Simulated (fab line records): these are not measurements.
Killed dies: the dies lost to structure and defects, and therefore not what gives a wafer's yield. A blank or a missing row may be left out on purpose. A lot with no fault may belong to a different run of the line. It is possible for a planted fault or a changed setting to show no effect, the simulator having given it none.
A lot that was struck, set against a sound lot :: flow nandHarc :: 18 steps out of a route of 1302
Sound: these wafers, L902.2, L902.3, L902.4. The struck wafers were L916.3, L916.4, L916.6. At the end, the cause is stated.
Order at every step that has rows: each side's tool, ch and its chambers, its first start. Under that, the readings that differ: sound wafers :: struck wafers :: difference of the means :: sigmas: that difference in standard deviations of wafers without a fault.
alike: same words and numbers on both sides, and readings whose means sit less than 2 such deviations apart. not compared: any withheld reading, any reading some wafer has no value for, any bound like >300 that may hide the same value, and any number with overlapping values for which the record gives no deviation.
A row with sigmas, a row that says differs or no value, or rows on one side alone: a step with any of these is where the two part. When numbers do not overlap yet have no deviation, they are printed without sigmas and do not part them. Lack of a reading on every wafer of one side parts them only where that side has two or more wafers.

NHARC_P_ZERO_WELL_CD_MEAS_24 targets a cd of 720 nm.
  sound on cdSem-03 ch 0, day 2 18:39; struck on cdSem-02 ch 0, day 8 14:28
  alike: cdNm
then, 1 step without rows for these wafers: NHARC_P_ZERO_WELL_HARDBAKE_25 (time 80 s).
NHARC_P_ZERO_WELL_DESCUM_26: chemistry O2, time 3 s.
  sound on rieDiel-12 ch 1,3, day 2 18:50; struck on rieDiel-07 ch 0,3, day 8 14:38
reading: drypumpMotorCurrentA (A)
sound: 6.3 6.1 6.3
struck: 4.9 5.6 4.9
difference: -1.1
sigmas: -2
  alike: mfcArSccm, oesProductAu, rfVppV, showerheadPlenumPTorr, throttleValvePct
  not compared: rfHoursCounterH
then, 9 steps without rows for these wafers: NHARC_P_ZERO_WELL_IMPLANT_27; NHARC_P_ZERO_WELL_IMPLANT_57; NHARC_P_ZERO_WELL_IMPLANT_58; NHARC_P_ZERO_WELL_STRIP_28 (strips in SPM, time 840 s); NHARC_P_ZERO_WELL_DEHYDRATE_29 (time 120 s); NHARC_P_ZERO_WELL_HMDS_30 (time 30 s); NHARC_P_ZERO_WELL_COAT_31; NHARC_P_ZERO_WELL_SOFTBAKE_32 (time 95 s); NHARC_P_ZERO_WELL_EBR_33.
NHARC_P_ZERO_WELL_EXPOSE_34: exposes mask P PWELL, target cd 720 nm.
  sound on krfScanner-03 ch 0, day 2 20:11; struck on krfScanner-02 ch 0, day 8 15:58
reading: mask
sound: P_PWELL#0 P_PWELL#0 P_PWELL#0
struck: P_PWELL_R1#0 P_PWELL_R1#0 P_PWELL_R1#0
difference: differs
sigmas: 
then, 2 steps without rows for these wafers: NHARC_P_ZERO_WELL_PEB_35 (peb time 85 s); NHARC_P_ZERO_WELL_DEVELOP_36 (time 70 s).
NHARC_P_ZERO_WELL_CD_MEAS_37 targets a cd of 720 nm.
  sound on cdSem-01 ch 0, day 2 20:20; struck on cdSem-02 ch 0, day 8 16:07
reading: cdNm (nm)
sound: 721.6 718.4 719.2
struck: 767.1 764.4 763.9
difference: +45.4
sigmas: +27
then, 2 steps without rows for these wafers: NHARC_P_ZERO_WELL_HARDBAKE_38 (time 80 s); NHARC_END_SORT_01.

== WHERE THEY PART ==
Earliest at NHARC_P_ZERO_WELL_DESCUM_26; latest, in this record, at NHARC_P_ZERO_WELL_CD_MEAS_37.

WHY: what had been put in by the simulator
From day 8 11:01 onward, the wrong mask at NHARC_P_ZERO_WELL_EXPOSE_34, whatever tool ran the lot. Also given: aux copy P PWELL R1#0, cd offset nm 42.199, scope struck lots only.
